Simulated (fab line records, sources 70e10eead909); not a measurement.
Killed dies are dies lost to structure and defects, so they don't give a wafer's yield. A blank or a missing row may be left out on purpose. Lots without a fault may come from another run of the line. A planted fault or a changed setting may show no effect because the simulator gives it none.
Chamber matching | flow nand_harc | NHARC_A_STAIRCASE_TRIM_220 on rie_diel-06: 4 sister chambers
The step chemistry O2, time 211.2 s. 8 wafers are shown with their chamber, then 7 later ones without.

WAFERS WITH THEIR CHAMBER
wafer  | chamber | showerhead_plenum_p_Torr (Torr) | drypump_motor_current_A (A)
L080.4 | 2       | 3.44                            | 5.5
L081.1 | 1       | 3.52                            | 5.7
L081.4 | 2       | 3.44                            | 5.4
L087.2 | 3       | 3.59                            | 6.1
L087.4 | 1       | 3.51                            | 5.8
L087.5 | 0       | 3.59                            | 6.2
L089.1 | 3       | 3.59                            | 6.1
L089.4 | 0       | 3.58                            | 6.2

WAFERS WITHOUT THEIR CHAMBER
wafer  | showerhead_plenum_p_Torr (Torr) | drypump_motor_current_A (A)
L089.6 | 3.43                            | 5.5
L095.1 | 3.58                            | 6.1
L095.2 | 3.42                            | 5.4
L095.6 | 3.50                            | 5.8
L097.2 | 3.49                            | 5.7
L097.5 | 3.42                            | 5.4
L097.6 | 3.58                            | 6.1

WHICH CHAMBER EACH WENT THROUGH
wafer  | from the rows above     | in truth
L089.6 | 2                       | 2
L095.1 | can't be placed: 3 or 0 | 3
L095.2 | 2                       | 2
L095.6 | 1                       | 1
L097.2 | 1                       | 1
L097.5 | 2                       | 2
L097.6 | can't be placed: 3 or 0 | 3
Placed correctly: 5 of 7. Can't be placed from these rows: 2 (the true chamber is among the candidates in 2). Placed wrongly: 0.
How it was worked out, from the rows above alone: a wafer's distance from a chamber is the root of the sum, over the readings, of the square of ((its reading less the chamber's mean) divided by the reading's scatter). The wafer belongs to the nearest chamber; if the next one is less than 2 further off, it can't be placed. A chamber's mean is the mean of its shown wafers. The scatter: the root of (the sum of the squares of (reading less its chamber's mean) over the shown wafers, divided by (wafers less chambers)).
